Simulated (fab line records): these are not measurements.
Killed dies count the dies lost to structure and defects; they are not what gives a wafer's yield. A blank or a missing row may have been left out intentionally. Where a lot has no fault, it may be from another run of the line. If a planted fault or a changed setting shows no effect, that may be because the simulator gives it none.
The tool behind it: which one? ; flow nand-harc ; 24 lots with 72 wafers sampled at 6 steps, on a route of 1302 steps

## WHAT THE GAUGES SHOWED, per wafer
No reading from a measuring or inspecting step in the record can be judged against a usual standard deviation.

## WHICH TOOL RAN EACH LOT (tool, then ch and the chambers of the sampled wafers, then the start)
lot;NHARC_A_STAIRCASE_DEP_156;NHARC_A_STAIRCASE_TRIM_12;NHARC_A_STAIRCASE_TRIM_22;NHARC_A_STAIRCASE_STRIP_205;NHARC_A_STAIRCASE_DESCUM_219;NHARC_A_STAIRCASE_ETCH_227
L074;pecvd-01 ch 1,2, day 15 11:41;rie-diel-08 ch 2,3, day 15 14:32;rie-diel-12 ch 0,1, day 15 20:59 or earlier;plasma-asher-02 ch 0,1, day 15 20:59;rie-diel-12 ch 0,1,3, day 15 22:16;rie-diel-12 ch 1,2,3, no start
L076;pecvd-04 ch 0,2, day 16 07:20;rie-diel-07 ch 0,1,3, day 16 10:22;rie-diel-07 ch 0,2,3, day 16 16:58 or earlier;plasma-asher-01 ch 0,1, day 16 16:58;rie-diel-07 ch 2,3, day 16 18:34;rie-diel-07 ch 0,1,3, no start
L075;pecvd-04 ch 0,2, day 16 07:47;rie-diel-12 ch 2,3, day 16 10:42;rie-diel-12 ch 0,2, day 16 17:20 or earlier;plasma-asher-01 ch 0,1, day 16 17:20;rie-diel-12 ch 0,2, day 16 18:47;rie-diel-12 ch 2,3, no start
L077;pecvd-02 ch 0,1,2, day 16 22:57;rie-diel-07 ch 1,2, day 17 01:41;rie-diel-07 ch 2,3, day 17 08:01 or earlier;plasma-asher-02 ch 0,1, day 17 08:01;rie-diel-07 ch 1,3, day 17 09:29;rie-diel-07 ch 2,3, no start
L079;pecvd-04 ch 0,1, day 17 11:54;rie-diel-08 ch 0,2,3, day 17 14:50;rie-diel-08 ch 0,1,3, day 18 01:37 or earlier;plasma-asher-01 ch 0,1, day 18 01:37;rie-diel-12 ch 0,1,2, day 18 03:05;rie-diel-12 ch 0,1,2, no start
L078;pecvd-01 ch 0,1,2, day 17 12:06;rie-diel-07 ch 2,3, day 17 15:01;rie-diel-07 ch 1,2,3, day 18 01:18 or earlier;plasma-asher-02 ch 0,1, day 18 01:18;rie-diel-12 ch 0,1,3, day 18 02:47;rie-diel-12 ch 0,1,3, no start
L080;pecvd-02 ch 0,1,2, day 17 22:10;rie-diel-08 ch 0,2,3, day 18 00:56;rie-diel-12 ch 0,1,2, day 18 06:38 or earlier;plasma-asher-01 ch 0,1, day 18 06:38;rie-diel-07 ch 1,2,3, day 18 08:10;rie-diel-07 ch 0,2,3, no start
L081;pecvd-01 ch 1,2, day 18 21:28;rie-diel-08 ch 1,2,3, day 19 00:13;rie-diel-08 ch 1,3, day 19 06:55 or earlier;plasma-asher-02 ch 0,1, day 19 06:55;rie-diel-12 ch 0,1,3, day 19 08:19;rie-diel-12 ch 0,2,3, no start
L082;pecvd-01 ch 0,1, day 19 00:59;rie-diel-08 ch 1,2,3, day 19 03:40;rie-diel-08 ch 0,1,3, day 19 09:34 or earlier;plasma-asher-01 ch 0,1, day 19 09:34;rie-diel-08 ch 1,2, day 19 11:04;rie-diel-08 ch 0,2,3, no start
L083;pecvd-02 ch 0,1,2, day 19 15:50;rie-diel-08 ch 1,3, day 19 18:50;rie-diel-07 ch 1,2,3, day 20 01:11 or earlier;plasma-asher-01 ch 0,1, day 20 01:11;rie-diel-12 ch 1,2,3, day 20 03:16;rie-diel-12 ch 0,3, no start
L084;pecvd-01 ch 0,1, day 20 00:56;rie-diel-12 ch 0,1,3, day 20 03:52;rie-diel-12 ch 1,2,3, day 20 09:55 or earlier;plasma-asher-02 ch 0,1, day 20 09:55;rie-diel-12 ch 0,1, day 20 11:25;rie-diel-12 ch 0,1,3, no start
L085;pecvd-01 ch 0,1,2, day 20 04:39;rie-diel-12 ch 0,2, day 20 07:50;rie-diel-07 ch 1,2, day 20 13:38 or earlier;plasma-asher-01 ch 0,1, day 20 13:38;rie-diel-07 ch 0,2,3, day 20 15:09;rie-diel-08 ch 0,1, no start
L087;pecvd-04 ch 0,1, day 20 10:19;rie-diel-07 ch 0,3, day 20 13:10;rie-diel-07 ch 0,1,3, day 20 23:08 or earlier;plasma-asher-01 ch 0,1, day 20 23:08;rie-diel-07 ch 0,3, day 21 00:37;rie-diel-07 ch 0,1,3, no start
L086;pecvd-02 ch 0,1,2, day 20 10:26;rie-diel-08 ch 0,1,2, day 20 13:23;rie-diel-12 ch 1,2,3, day 20 23:19 or earlier;plasma-asher-02 ch 0,1, day 20 23:19;rie-diel-08 ch 0,2,3, day 21 00:47;rie-diel-08 ch 1,2, no start
L088;pecvd-04 ch 0,1,2, day 21 16:10;rie-diel-08 ch 1,2,3, day 21 19:07;rie-diel-08 ch 1,2, day 22 01:19 or earlier;plasma-asher-01 ch 0,1, day 22 01:19;rie-diel-07 ch 1,2, day 22 02:50;rie-diel-07 ch 0,1,2, no start
L089;pecvd-02 ch 1,2, day 21 16:11;rie-diel-12 ch 1,2,3, day 21 19:14;rie-diel-12 ch 0,2, day 22 02:25 or earlier;plasma-asher-01 ch 1, day 22 02:25;rie-diel-07 ch 0,2,3, day 22 03:53;rie-diel-07 ch 0,2, no start
L090;pecvd-02 ch 0,2, day 22 11:03;rie-diel-12 ch 1,2, day 22 14:00;rie-diel-07 ch 1,2,3, day 22 19:53 or earlier;plasma-asher-02 ch 0,1, day 22 19:53;rie-diel-07 ch 0,3, day 22 21:14;rie-diel-07 ch 0,1, no start
L091;pecvd-02 ch 0,1,2, day 22 22:42;rie-diel-12 ch 0,1, day 23 01:44;rie-diel-12 ch 1,3, day 23 09:58 or earlier;plasma-asher-01 ch 0,1, day 23 09:58;rie-diel-07 ch 1,2,3, day 23 11:24;rie-diel-07 ch 0,2,3, no start
L092;pecvd-04 ch 0,1, day 22 22:44;rie-diel-08 ch 1,3, day 23 01:54;rie-diel-07 ch 0,1,3, day 23 10:20 or earlier;plasma-asher-01 ch 0,1, day 23 10:20;rie-diel-08 ch 1,3, day 23 11:52;rie-diel-08 ch 0,1,3, no start
L093;pecvd-02 ch 1,2, day 23 13:17;rie-diel-12 ch 1,3, day 23 15:56;rie-diel-07 ch 0,3, day 24 01:06 or earlier;plasma-asher-02 ch 0, day 24 01:06;rie-diel-12 ch 1,2,3, day 24 02:27;rie-diel-12 ch 0,2,3, no start
L094;pecvd-01 ch 0,2, day 23 16:57;rie-diel-12 ch 0,1,3, day 24 00:22;rie-diel-12 ch 1,2, day 24 07:11 or earlier;plasma-asher-01 ch 0,1, day 24 07:11;rie-diel-07 ch 1,2, day 24 08:40;rie-diel-07 ch 1,3, no start
L096;pecvd-01 ch 1,2, day 24 17:06;rie-diel-12 ch 0,1,2, day 24 19:52;rie-diel-07 ch 1,2,3, day 25 02:05 or earlier;plasma-asher-01 ch 0,1, day 25 02:05;rie-diel-08 ch 1,2,3, day 25 03:37;rie-diel-08 ch 1,2,3, no start
L095;pecvd-02 ch 0,2, day 24 17:07;rie-diel-12 ch 0,2, day 24 20:12;rie-diel-07 ch 1,3, day 25 02:22 or earlier;plasma-asher-02 ch 0,1, day 25 02:22;rie-diel-12 ch 0,1, day 25 03:47;rie-diel-12 ch 0,2, no start
L097;pecvd-01 ch 1,2, day 25 20:50;rie-diel-12 ch 0,2, day 25 23:36;rie-diel-12 ch 2,3, day 26 06:28 or earlier;plasma-asher-01 ch 0,1, day 26 06:28;rie-diel-07 ch 0,2, day 26 08:00;rie-diel-07 ch 1,3, no start
- NHARC_A_STAIRCASE_DEP_156: deposits SiNx, target thk 50 nm.
- NHARC_A_STAIRCASE_TRIM_12: chemistry O2, time 211.2 s.
- NHARC_A_STAIRCASE_TRIM_22: chemistry O2, time 211.2 s.
- NHARC_A_STAIRCASE_STRIP_205: strips in O2.
- NHARC_A_STAIRCASE_DESCUM_219: chemistry O2, time 3 s.
- NHARC_A_STAIRCASE_ETCH_227: etches the open film in C4F8/O2, target depth 100 nm, time 40.5 s.

## WHAT THE TOOLS THEMSELVES READ (means of the sampled wafers that have a number; where no wafer has one, the mark that the record gives instead)
NHARC_A_STAIRCASE_DEP_156.
lot;tool;heater-power-w (W)
L074;pecvd-01;645
L076;pecvd-04;798
L075;pecvd-04;840
L077;pecvd-02;718
L079;pecvd-04;799
L078;pecvd-01;732
L080;pecvd-02;768
L081;pecvd-01;686
L082;pecvd-01;789
L083;pecvd-02;773
L084;pecvd-01;807
L085;pecvd-01;706
L087;pecvd-04;792
L086;pecvd-02;715
L088;pecvd-04;825
L089;pecvd-02;707
L090;pecvd-02;850
L091;pecvd-02;764
L092;pecvd-04;852
L093;pecvd-02;766
L094;pecvd-01;784
L096;pecvd-01;665
L095;pecvd-02;835
L097;pecvd-01;605

NHARC_A_STAIRCASE_TRIM_12.
lot;tool;drypump-motor-current-A (A);oes-product-au (a.u.);rf-vpp-V (V);showerhead-plenum-p-Torr (Torr);throttle-valve-pct (%)
L074;rie-diel-08;6.2;0.985;58.1;3.66;17.030
L076;rie-diel-07;5.7;0.997;58.0;3.42;17.033
L075;rie-diel-12;6.0;0.998;57.9;3.62;17.039
L077;rie-diel-07;6.1;1.008;57.4;3.47;17.037
L079;rie-diel-08;6.0;0.994;56.3;3.53;17.039
L078;rie-diel-07;5.3;1.009;57.9;3.42;17.039
L080;rie-diel-08;6.1;0.987;57.7;3.52;17.034
L081;rie-diel-08;5.9;1.010;57.7;3.56;17.036
L082;rie-diel-08;5.9;1.007;57.6;3.56;17.038
L083;rie-diel-08;6.1;1.012;58.1;3.57;17.034
L084;rie-diel-12;5.8;0.988;58.2;3.48;17.032
L085;rie-diel-12;5.8;0.999;57.4;3.55;17.046
L087;rie-diel-07;5.2;1.000;57.8;3.40;17.038
L086;rie-diel-08;5.8;0.997;58.0;3.43;17.047
L088;rie-diel-08;5.9;0.997;57.2;3.55;17.031
L089;rie-diel-12;5.8;0.990;58.7;3.53;17.044
L090;rie-diel-12;5.7;0.994;58.0;3.52;17.033
L091;rie-diel-12;5.7;0.994;56.6;3.42;17.039
L092;rie-diel-08;6.1;1.002;57.9;3.56;17.035
L093;rie-diel-12;5.7;0.993;57.3;3.46;17.040
L094;rie-diel-12;5.8;0.997;57.9;3.47;17.035
L096;rie-diel-12;5.7;1.005;57.8;3.46;17.032
L095;rie-diel-12;5.8;1.005;56.6;3.53;17.036
L097;rie-diel-12;5.8;1.008;58.5;3.53;17.035

NHARC_A_STAIRCASE_TRIM_22.
lot;tool;drypump-motor-current-A (A);oes-product-au (a.u.);rf-vpp-V (V);showerhead-plenum-p-Torr (Torr);throttle-valve-pct (%)
L074;rie-diel-12;5.7;0.983;57.2;3.45;17.043
L076;rie-diel-07;5.5;0.998;58.1;3.46;17.027
L075;rie-diel-12;5.8;0.992;58.5;3.51;17.048
L077;rie-diel-07;5.6;1.018;57.7;3.46;17.032
L079;rie-diel-08;5.9;1.006;57.8;3.46;17.036
L078;rie-diel-07;5.7;1.012;58.2;3.42;17.047
L080;rie-diel-12;5.8;0.989;57.7;3.49;17.037
L081;rie-diel-08;6.1;1.008;58.5;3.58;17.035
L082;rie-diel-08;5.9;1.011;57.6;3.45;17.042
L083;rie-diel-07;5.7;0.997;57.6;3.41;17.037
L084;rie-diel-12;5.8;0.986;58.2;3.54;17.034
L085;rie-diel-07;6.2;1.008;58.0;3.42;17.037
L087;rie-diel-07;5.7;0.996;57.6;3.40;17.026
L086;rie-diel-12;5.8;0.983;57.9;3.54;17.039
L088;rie-diel-08;5.6;1.009;58.6;3.46;17.034
L089;rie-diel-12;5.9;1.002;57.7;3.54;17.037
L090;rie-diel-07;5.7;0.996;57.3;3.41;17.038
L091;rie-diel-12;5.8;0.995;57.6;3.46;17.035
L092;rie-diel-07;5.7;0.997;57.7;3.40;17.035
L093;rie-diel-07;5.6;0.993;57.9;3.43;17.039
L094;rie-diel-12;5.8;1.000;57.6;3.52;17.043
L096;rie-diel-07;5.7;0.998;57.2;3.40;17.033
L095;rie-diel-07;5.3;0.997;57.4;3.35;17.044
L097;rie-diel-12;6.0;0.987;58.1;3.58;17.036

NHARC_A_STAIRCASE_STRIP_205.
lot;tool;drypump-motor-current-A (A);heater-power-w (W)
L074;plasma-asher-02;5.5;388
L076;plasma-asher-01;6.1;325
L075;plasma-asher-01;6.4;327
L077;plasma-asher-02;5.4;383
L079;plasma-asher-01;6.4;327
L078;plasma-asher-02;5.5;382
L080;plasma-asher-01;6.1;325
L081;plasma-asher-02;5.6;402
L082;plasma-asher-01;6.4;324
L083;plasma-asher-01;6.4;326
L084;plasma-asher-02;5.5;398
L085;plasma-asher-01;6.1;325
L087;plasma-asher-01;6.4;325
L086;plasma-asher-02;5.5;392
L088;plasma-asher-01;6.4;327
L089;plasma-asher-01;5.8;333
L090;plasma-asher-02;5.6;392
L091;plasma-asher-01;6.1;317
L092;plasma-asher-01;6.1;318
L093;plasma-asher-02;5.4;395
L094;plasma-asher-01;6.1;322
L096;plasma-asher-01;6.1;325
L095;plasma-asher-02;5.4;403
L097;plasma-asher-01;6.1;322

NHARC_A_STAIRCASE_DESCUM_219.
lot;tool;drypump-motor-current-A (A);oes-product-au (a.u.);rf-vpp-V (V);showerhead-plenum-p-Torr (Torr);throttle-valve-pct (%)
L074;rie-diel-12;5.8;0.991;57.7;1.90;11.306
L076;rie-diel-07;5.6;1.012;57.3;1.87;11.307
L075;rie-diel-12;5.8;0.991;57.8;1.90;11.310
L077;rie-diel-07;5.7;0.997;58.2;1.83;11.310
L079;rie-diel-12;5.7;0.999;58.1;1.89;11.311
L078;rie-diel-12;5.8;0.997;58.4;1.89;11.305
L080;rie-diel-07;5.7;1.011;57.3;1.85;11.311
L081;rie-diel-12;5.8;1.000;58.7;1.89;11.317
L082;rie-diel-08;5.8;1.010;57.8;1.92;11.313
L083;rie-diel-12;5.8;0.981;58.6;1.92;11.319
L084;rie-diel-12;5.7;0.981;59.0;1.85;11.320
L085;rie-diel-07;5.5;0.999;57.5;1.86;11.311
L087;rie-diel-07;5.5;0.996;56.5;1.86;11.316
L086;rie-diel-08;6.0;1.001;57.6;1.90;11.306
L088;rie-diel-07;6.1;1.006;57.6;1.87;11.322
L089;rie-diel-07;5.5;1.000;57.8;1.86;11.321
L090;rie-diel-07;5.5;0.996;57.3;1.86;11.315
L091;rie-diel-07;5.7;1.003;57.3;1.84;11.319
L092;rie-diel-08;5.8;1.010;57.8;1.88;11.311
L093;rie-diel-12;5.8;0.997;57.5;1.91;11.314
L094;rie-diel-07;6.2;1.016;57.5;1.84;11.310
L096;rie-diel-08;5.9;1.009;58.0;1.92;11.304
L095;rie-diel-12;5.7;0.995;56.2;1.84;11.315
L097;rie-diel-07;5.8;1.003;56.8;1.87;11.306

NHARC_A_STAIRCASE_ETCH_227.
lot;tool;oes-product-au (a.u.);rf-vpp-V (V)
L074;rie-diel-12;0.943;896
L076;rie-diel-07;0.941;891
L075;rie-diel-12;0.946;899
L077;rie-diel-07;0.956;892
L079;rie-diel-12;0.927;895
L078;rie-diel-12;0.935;895
L080;rie-diel-07;0.943;892
L081;rie-diel-12;0.940;896
L082;rie-diel-08;0.944;896
L083;rie-diel-12;0.939;896
L084;rie-diel-12;0.931;895
L085;rie-diel-08;0.953;889
L087;rie-diel-07;0.941;892
L086;rie-diel-08;0.945;897
L088;rie-diel-07;0.946;893
L089;rie-diel-07;0.939;894
L090;rie-diel-07;0.949;892
L091;rie-diel-07;0.937;893
L092;rie-diel-08;0.950;891
L093;rie-diel-12;0.934;897
L094;rie-diel-07;0.931;890
L096;rie-diel-08;0.943;896
L095;rie-diel-12;0.945;896
L097;rie-diel-07;0.944;890

## THE ANSWER, worked out from the rows above alone
Rule: the usual values come from the lots themselves. The widest of any qualifying gaps counts: lots, ordered by their means at a reading, are off when they make up no more than a third of the lots, leave a main group of 4 or more, and stand apart from it by 3 or more times the standard deviation of that group's means. A main group is skipped when, at the precision printed for the reading in the tables above, its means are all equal. A lot without any number at a reading at which 4 lots or more have one is off too. Any other lot the step has rows for is counted as sound. The gauges are gone through in route order, then the tools' own readings, and for those a lot's mean is taken as printed above. The first step at which some lot is off is used, and at that step the reading that is off furthest; a lot without a number counts as furthest.
No lot is off at any reading shown: from this, nothing can be told.

## WHAT HAD BEEN PUT IN BY THE SIMULATOR
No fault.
